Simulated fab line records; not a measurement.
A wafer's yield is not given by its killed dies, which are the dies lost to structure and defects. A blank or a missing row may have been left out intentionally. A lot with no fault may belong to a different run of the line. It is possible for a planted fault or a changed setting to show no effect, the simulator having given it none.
Which tool was responsible?	flow nand harc	20 lots, 60 wafers sampled, at 6 steps of a route of 1302

## WHAT THE GAUGES SHOWED, per wafer
No reading from a measuring or inspecting step in the record can be judged against a usual standard deviation.

## TOOL THAT RAN EACH LOT (tool first, then ch and the chambers of the sampled wafers, then the start)
lot	NHARC_A_CHANNEL_HOLE_D2_ETCH_26	NHARC_A_STAIRCASE_ETCH_169	NHARC_A_STAIRCASE_TRIM_24	NHARC_A_STAIRCASE_STRIP_175	NHARC_A_STAIRCASE_TRIM_187	NHARC_A_STAIRCASE_TRIM_189
L074	har etch-02 ch 0,1, day 12 23:06	rie diel-04 ch 1,2, day 15 04:05	rie diel-12 ch 1,2, day 15 08:01 or earlier	plasma asher-02 ch 0,1, day 15 08:01	rie diel-04 ch 1,2,3, day 15 10:56	rie diel-04 ch 1,3, no start
L075	har etch-01 ch 1, day 13 13:56	rie diel-12 ch 0,2,3, day 15 17:57	rie diel-01 ch 0,1,2, day 15 21:52 or earlier	plasma asher-01 ch 0,1, day 15 21:52	rie diel-01 ch 1,2,3, day 15 23:29	rie diel-01 ch 0,1,2, no start
L076	har etch-02 ch 0,1, day 13 20:02	rie diel-01 ch 2,3, day 16 01:02	rie diel-12 ch 0,1, day 16 07:08 or earlier	plasma asher-01 ch 0,1, day 16 07:08	rie diel-12 ch 1,2,3, day 16 08:31	rie diel-12 ch 2,3, no start
L077	har etch-01 ch 0,1, day 14 15:06	rie diel-04 ch 1,2,3, day 17 05:16	rie diel-12 ch 0,3, day 17 09:14 or earlier	plasma asher-02 ch 0,1, day 17 09:14	rie diel-12 ch 0,1,2, day 17 10:52	rie diel-12 ch 0,2,3, no start
L079	har etch-02 ch 0,1, day 15 12:34	rie diel-01 ch 1,2,3, day 17 18:19	rie diel-04 ch 1,2,3, day 17 22:19 or earlier	plasma asher-02 ch 0,1, day 17 22:19	rie diel-01 ch 1,2,3, day 18 00:14	rie diel-01 ch 0,2,3, no start
L080	har etch-01 ch 0,1, day 15 13:28	rie diel-01 ch 0,2,3, day 17 18:23	rie diel-01 ch 1,3, day 17 22:41 or earlier	plasma asher-01 ch 0,1, day 17 22:41	rie diel-01 ch 0,1,3, day 18 00:20	rie diel-01 ch 1,2, no start
L081	har etch-02 ch 0,1, day 16 03:35	rie diel-01 ch 0,2,3, day 18 07:49	rie diel-04 ch 0,3, day 18 11:56 or earlier	plasma asher-02 ch 0,1, day 18 11:56	rie diel-04 ch 0,1,3, day 18 13:32	rie diel-04 ch 0,1, no start
L083	har etch-01 ch 0,1, day 17 12:55	rie diel-01 ch 0,1,2, day 19 17:21	rie diel-04 ch 0,1,2, day 19 21:18 or earlier	plasma asher-01 ch 0,1, day 19 21:18	rie diel-01 ch 0,1,3, day 19 22:44	rie diel-01 ch 1,2, no start
L082	har etch-02 ch 0,1, day 17 13:47	rie diel-01 ch 0,2, day 19 17:31	rie diel-01 ch 1,2,3, day 19 21:49 or earlier	plasma asher-01 ch 0,1, day 19 21:49	rie diel-04 ch 0,2, day 19 23:25	rie diel-04 ch 2,3, no start
L084	har etch-01 ch 0,1, day 18 02:45	rie diel-04 ch 0,2, day 20 06:34	rie diel-01 ch 0,1,3, day 20 11:31 or earlier	plasma asher-02 ch 0,1, day 20 11:31	rie diel-12 ch 0,1,2, day 20 13:08	rie diel-12 ch 0,3, no start
L086	har etch-02 ch 1, day 18 06:47	rie diel-12 ch 0,1, day 20 10:11	rie diel-01 ch 0,1, day 20 15:43 or earlier	plasma asher-02 ch 0,1, day 20 15:43	rie diel-01 ch 0,2, day 20 17:25	rie diel-01 ch 0,2,3, no start
L087	har etch-02 ch 0,1, day 18 22:14	rie diel-12 ch 1,2, day 21 01:23	rie diel-12 ch 0,2,3, day 21 05:25 or earlier	plasma asher-02 ch 0,1, day 21 05:25	rie diel-04 ch 1,3, day 21 06:59	rie diel-04 ch 1,2,3, no start
L089	har etch-02 ch 0,1, day 19 23:49	rie diel-12 ch 2,3, day 22 03:52	rie diel-12 ch 0,1,3, day 22 08:06 or earlier	plasma asher-01 ch 0,1, day 22 08:06	rie diel-12 ch 0,1,3, day 22 09:46	rie diel-12 ch 0,1,2, no start
L090	har etch-01 ch 1, day 20 02:01	rie diel-04 ch 0,1,2, day 22 03:45	rie diel-01 ch 1,2,3, day 22 07:40 or earlier	plasma asher-01 ch 0,1, day 22 07:40	rie diel-04 ch 0,3, day 22 09:16	rie diel-04 ch 0,2,3, no start
L088	har etch-02 ch 0,1, day 20 04:02	rie diel-12 ch 1,2, day 22 07:10	rie diel-01 ch 2,3, day 22 11:43 or earlier	plasma asher-01 ch 0,1, day 22 11:43	rie diel-12 ch 0,2, day 22 13:19	rie diel-12 ch 0,1,2, no start
L091	har etch-01 ch 0,1, day 20 14:12	rie diel-04 ch 0,3, day 22 17:10	rie diel-12 ch 1,2, day 22 22:38 or earlier	plasma asher-02 ch 0,1, day 22 22:38	rie diel-01 ch 0,1,2, day 23 00:02	rie diel-01 ch 0,3, no start
L093	har etch-01 ch 0,1, day 20 22:28	rie diel-12 ch 0,1,3, day 23 02:01	rie diel-04 ch 0,1,2, day 23 06:11 or earlier	plasma asher-02 ch 0,1, day 23 06:11	rie diel-01 ch 0,3, day 23 07:47	rie diel-01 ch 0,1,3, no start
L094	har etch-02 ch 1, day 22 13:21	rie diel-12 ch 2,3, day 24 17:15	rie diel-12 ch 0,2, day 24 21:32 or earlier	plasma asher-02 ch 0,1, day 24 21:32	rie diel-04 ch 0,3, day 24 23:07	rie diel-04 ch 1,2,3, no start
L095	har etch-01 ch 0,1, day 22 14:33	rie diel-12 ch 1,2,3, day 24 17:25	rie diel-01 ch 0,1, day 24 21:22 or earlier	plasma asher-01 ch 0, day 24 21:22	rie diel-01 ch 1,3, day 24 22:58	rie diel-01 ch 0,1,3, no start
L096	har etch-02 ch 0,1, day 23 00:29	rie diel-01 ch 1,2, day 25 02:59	rie diel-01 ch 2,3, day 25 06:47 or earlier	plasma asher-01 ch 0,1, day 25 06:47	rie diel-12 ch 1,2,3, day 25 08:18	rie diel-12 ch 2,3, no start
- NHARC_A_CHANNEL_HOLE_D2_ETCH_26: etches the open film in C4F8/O2/Ar, time 224.1 s, target depth 300 nm.
- NHARC_A_STAIRCASE_ETCH_169: etches the open film in CH3F/O2, target depth 50 nm, time 107.1 s.
- NHARC_A_STAIRCASE_TRIM_24: chemistry O2, time 211.2 s.
- NHARC_A_STAIRCASE_STRIP_175: strips in O2.
- NHARC_A_STAIRCASE_TRIM_187: chemistry O2, time 211.2 s.
- NHARC_A_STAIRCASE_TRIM_189: chemistry O2, time 211.2 s.

## WHAT THE TOOLS THEMSELVES READ (means of the sampled wafers that have a number; where no wafer has one, the mark that the record gives instead)
NHARC_A_CHANNEL_HOLE_D2_ETCH_26. Usual: c4f8 flow sccm 11.39 sccm, standard deviation 0.033; drypump motor current A 6.0 A, standard deviation 0.64; mfc ar sccm 375.0 sccm, standard deviation 1.1; showerhead plenum p Torr 3.72 Torr, standard deviation 0.14; throttle valve pct 24.585 %, standard deviation 0.0093.
lot	tool	c4f8 flow sccm (sccm)	drypump motor current A (A)	mfc ar sccm (sccm)	showerhead plenum p Torr (Torr)	throttle valve pct (%)	flag
L074	har etch-02	11.38	6.4	374.6	3.62	24.589	
L075	har etch-01	11.43	4.8	375.3	3.71	24.583	
L076	har etch-02	11.38	6.3	374.3	3.54	24.575	
L077	har etch-01	11.35	5.8	376.2	3.73	24.583	
L079	har etch-02	11.38	6.4	373.4	3.53	24.586	
L080	har etch-01	11.39	5.3	374.4	3.71	24.583	
L081	har etch-02	11.41	6.4	374.6	3.52	24.580	
L083	har etch-01	11.40	5.3	374.4	3.69	24.590	
L082	har etch-02	11.42	6.4	373.7	3.88	24.585	
L084	har etch-01	11.40	5.3	375.0	3.69	24.595	
L086	har etch-02	11.41	6.4	376.0	3.98	24.580	
L087	har etch-02	11.41	6.4	375.3	3.87	24.583	
L089	har etch-02	11.40	6.4	376.0	3.86	24.582	
L090	har etch-01	11.38	4.8	376.0	3.66	24.596	
L088	har etch-02	11.37	6.4	375.6	3.75	24.579	
L091	har etch-01	11.40	5.8	374.7	3.68	24.587	
L093	har etch-01	11.38	5.3	375.7	3.66	24.582	
L094	har etch-02	11.38	6.4	374.6	3.95	24.575	
L095	har etch-01	11.39	5.8	374.4	3.67	24.586	
L096	har etch-02	11.40	6.4	374.7	3.83	24.589	

NHARC_A_STAIRCASE_ETCH_169. Usual: drypump motor current A 5.7 A, standard deviation 0.39; mfc ar sccm 200.0 sccm, standard deviation 0.61; oes product au 0.955 a.u., standard deviation 0.019; rf vpp V 244.8 V, standard deviation 1.7; showerhead plenum p Torr 2.49 Torr, standard deviation 0.11; throttle valve pct 20.662 %, standard deviation 0.0093.
lot	tool	drypump motor current A (A)	mfc ar sccm (sccm)	oes product au (a.u.)	rf vpp V (V)	showerhead plenum p Torr (Torr)	throttle valve pct (%)	flag
L074	rie diel-04	5.4	199.5	0.919	245.9	2.57	20.656	
L075	rie diel-12	5.8	201.2	0.953	245.0	2.52	20.663	
L076	rie diel-01	5.9	200.0	0.954	243.5	2.41	20.661	
L077	rie diel-04	5.5	199.6	0.963	244.2	2.45	20.676	
L079	rie diel-01	5.7	200.0	0.949	244.4	2.44	20.660	
L080	rie diel-01	5.8	200.0	0.942	243.5	2.42	20.660	
L081	rie diel-01	5.8	199.8	0.979	244.5	2.42	20.665	
L083	rie diel-01	5.7	199.4	0.948	245.4	2.49	20.655	
L082	rie diel-01	5.8	200.3	0.936	245.0	2.47	20.659	
L084	rie diel-04	5.6	200.6	0.995	246.4	2.64	20.668	
L086	rie diel-12	6.0	199.9	0.957	245.6	2.61	20.662	
L087	rie diel-12	5.4	200.3	0.942	244.3	2.46	20.660	
L089	rie diel-12	5.5	200.4	0.949	244.6	2.47	20.654	
L090	rie diel-04	5.8	199.9	0.987	245.0	2.56	20.667	
L088	rie diel-12	5.5	199.8	0.936	243.8	2.46	20.656	
L091	rie diel-04	5.9	199.7	0.954	244.2	2.40	20.673	
L093	rie diel-12	5.9	200.1	0.925	245.8	2.57	20.668	
L094	rie diel-12	5.4	198.8	0.957	243.6	2.42	20.663	
L095	rie diel-12	5.5	199.7	0.947	245.2	2.49	20.662	
L096	rie diel-01	5.7	199.7	0.961	245.1	2.50	20.661	

NHARC_A_STAIRCASE_TRIM_24. Usual: drypump motor current A 5.8 A, standard deviation 0.35; mfc ar sccm 0.0018 sccm, standard deviation 0.003; oes product au 1.004 a.u., standard deviation 0.0094; rf vpp V 58.0 V, standard deviation 0.9; showerhead plenum p Torr 3.56 Torr, standard deviation 0.15; throttle valve pct 17.037 %, standard deviation 0.0094.
lot	tool	drypump motor current A (A)	mfc ar sccm (sccm)	oes product au (a.u.)	rf vpp V (V)	showerhead plenum p Torr (Torr)	throttle valve pct (%)	flag
L074	rie diel-12	5.6	0.0043	1.012	58.0	3.65	17.042	
L075	rie diel-01	5.7	0.0017	0.999	58.2	3.59	17.026	
L076	rie diel-12	6.0	0.0040	1.010	58.5	3.75	17.047	
L077	rie diel-12	6.1	0.0030	1.005	59.0	3.73	17.027	
L079	rie diel-04	5.5	0.0000	1.007	58.2	3.52	17.043	
L080	rie diel-01	5.7	0.0000	1.012	58.5	3.56	17.043	
L081	rie diel-04	6.3	0.0000	1.006	57.9	3.63	17.035	
L083	rie diel-04	5.9	0.0000	1.002	57.6	3.68	17.036	
L082	rie diel-01	5.8	0.0017	1.012	57.7	3.50	17.036	
L084	rie diel-01	5.7	0.0000	1.009	57.5	3.52	17.033	
L086	rie diel-01	5.7	0.0000	1.011	58.0	3.59	17.037	
L087	rie diel-12	5.8	0.0033	1.000	57.1	3.60	17.032	
L089	rie diel-12	5.9	0.0050	1.002	59.3	3.69	17.030	
L090	rie diel-01	5.8	0.0017	1.000	57.2	3.49	17.037	
L088	rie diel-01	5.8	0.0017	1.002	58.1	3.38	17.041	
L091	rie diel-12	5.5	0.0026	0.989	58.1	3.53	17.037	
L093	rie diel-04	5.9	0.0000	1.006	57.7	3.66	17.038	
L094	rie diel-12	6.0	0.0003	0.999	57.9	3.66	17.039	
L095	rie diel-01	5.7	0.0000	1.006	57.6	3.57	17.043	
L096	rie diel-01	5.8	0.0017	0.987	58.5	3.37	17.025	

NHARC_A_STAIRCASE_STRIP_175. Usual: drypump motor current A 5.6 A, standard deviation 0.4; heater power w 351 W, standard deviation 46.
lot	tool	drypump motor current A (A)	heater power w (W)	flag
L074	plasma asher-02	5.9	340	
L075	plasma asher-01	5.3	379	
L076	plasma asher-01	5.7	398	
L077	plasma asher-02	5.8	335	
L079	plasma asher-02	5.7	315	
L080	plasma asher-01	5.7	394	
L081	plasma asher-02	5.8	308	
L083	plasma asher-01	5.6	395	
L082	plasma asher-01	5.3	378	
L084	plasma asher-02	5.8	302	
L086	plasma asher-02	5.8	296	
L087	plasma asher-02	5.8	305	
L089	plasma asher-01	5.3	383	
L090	plasma asher-01	5.7	395	
L088	plasma asher-01	5.3	381	
L091	plasma asher-02	5.8	319	
L093	plasma asher-02	5.8	322	
L094	plasma asher-02	5.8	299	
L095	plasma asher-01	6.0	413	
L096	plasma asher-01	5.7	384	

NHARC_A_STAIRCASE_TRIM_187. Usual: drypump motor current A 5.7 A, standard deviation 0.38; mfc ar sccm 0.0016 sccm, standard deviation 0.0029; oes product au 1.004 a.u., standard deviation 0.0084; rf vpp V 57.7 V, standard deviation 1; showerhead plenum p Torr 3.57 Torr, standard deviation 0.16; throttle valve pct 17.037 %, standard deviation 0.0094.
lot	tool	drypump motor current A (A)	mfc ar sccm (sccm)	oes product au (a.u.)	rf vpp V (V)	showerhead plenum p Torr (Torr)	throttle valve pct (%)	flag
L074	rie diel-04	5.5	0.0000	0.990	58.5	3.53	17.036	
L075	rie diel-01	5.8	0.0017	1.000	57.8	3.52	17.044	
L076	rie diel-12	5.6	0.0053	1.004	58.0	3.60	17.040	
L077	rie diel-12	5.8	0.0023	1.008	57.8	3.66	17.040	
L079	rie diel-01	5.8	0.0017	1.005	56.7	3.51	17.036	
L080	rie diel-01	5.7	0.0000	1.008	56.9	3.53	17.036	
L081	rie diel-04	6.0	0.0000	1.011	57.0	3.53	17.042	
L083	rie diel-01	5.7	0.0000	1.008	57.4	3.53	17.031	
L082	rie diel-04	5.6	0.0000	1.007	58.8	3.77	17.036	
L084	rie diel-12	5.8	0.0023	0.999	58.9	3.65	17.034	
L086	rie diel-01	5.8	0.0017	0.997	57.9	3.53	17.043	
L087	rie diel-04	5.7	0.0000	1.012	57.0	3.41	17.044	
L089	rie diel-12	5.9	0.0050	1.005	58.7	3.69	17.033	
L090	rie diel-04	6.3	0.0000	1.002	57.4	3.61	17.039	
L088	rie diel-12	6.0	0.0003	0.999	58.9	3.66	17.041	
L091	rie diel-01	5.7	0.0017	1.001	57.6	3.56	17.034	
L093	rie diel-01	5.8	0.0000	1.017	57.2	3.40	17.035	
L094	rie diel-04	5.9	0.0000	1.009	58.0	3.79	17.038	
L095	rie diel-01	5.7	0.0000	0.996	59.2	3.53	17.033	
L096	rie diel-12	5.6	0.0053	1.003	57.3	3.56	17.042	

NHARC_A_STAIRCASE_TRIM_189. Usual: drypump motor current A 5.7 A, standard deviation 0.38; mfc ar sccm 0.0017 sccm, standard deviation 0.003; oes product au 1.003 a.u., standard deviation 0.0094; rf vpp V 58.0 V, standard deviation 0.94; showerhead plenum p Torr 3.56 Torr, standard deviation 0.16; throttle valve pct 17.037 %, standard deviation 0.008.
lot	tool	drypump motor current A (A)	mfc ar sccm (sccm)	oes product au (a.u.)	rf vpp V (V)	showerhead plenum p Torr (Torr)	throttle valve pct (%)	flag
L074	rie diel-04	5.7	0.0000	0.999	57.9	3.43	17.042	
L075	rie diel-01	5.7	0.0017	1.006	58.0	3.59	17.044	
L076	rie diel-12	5.4	0.0036	1.008	57.1	3.51	17.039	
L077	rie diel-12	5.7	0.0033	1.003	58.1	3.62	17.039	
L079	rie diel-01	5.8	0.0017	0.994	58.0	3.47	17.037	
L080	rie diel-01	5.7	0.0017	1.005	57.7	3.61	17.044	
L081	rie diel-04	6.4	0.0000	1.007	58.9	3.70	17.035	
L083	rie diel-01	5.8	0.0033	1.004	59.0	3.55	17.032	
L082	rie diel-04	5.2	0.0000	1.002	57.0	3.60	17.036	
L084	rie diel-12	6.1	0.0030	0.998	58.0	3.72	17.033	
L086	rie diel-01	5.8	0.0017	1.005	56.8	3.46	17.031	
L087	rie diel-04	5.5	0.0000	1.015	57.9	3.50	17.036	
L089	rie diel-12	5.8	0.0023	0.993	56.8	3.64	17.035	
L090	rie diel-04	5.7	0.0000	1.002	58.0	3.60	17.036	
L088	rie diel-12	5.8	0.0023	0.988	58.7	3.64	17.040	
L091	rie diel-01	5.7	0.0000	1.009	57.6	3.48	17.033	
L093	rie diel-01	5.7	0.0000	1.009	57.4	3.51	17.043	
L094	rie diel-04	5.5	0.0000	1.005	58.4	3.67	17.041	
L095	rie diel-01	5.7	0.0000	1.009	56.8	3.50	17.038	
L096	rie diel-12	5.4	0.0036	0.993	58.3	3.48	17.036	

## THE ANSWER, worked out from the rows above alone
Rule: lot off if the mean of its wafers having a number is beyond 3 standard deviations from the usual mean. A lot without any number at a reading at which 4 lots or more have one is off too. Any other lot the step has rows for is counted as sound. The gauges are gone through in route order, then the tools' own readings, and for those a lot's mean is taken as printed above. The first step at which some lot is off is used, and at that step the reading that is off furthest; a lot without a number counts as furthest.
Across all readings shown, no lot is off: no conclusion can be drawn from this.

## WHAT WAS PUT IN BY THE SIMULATOR
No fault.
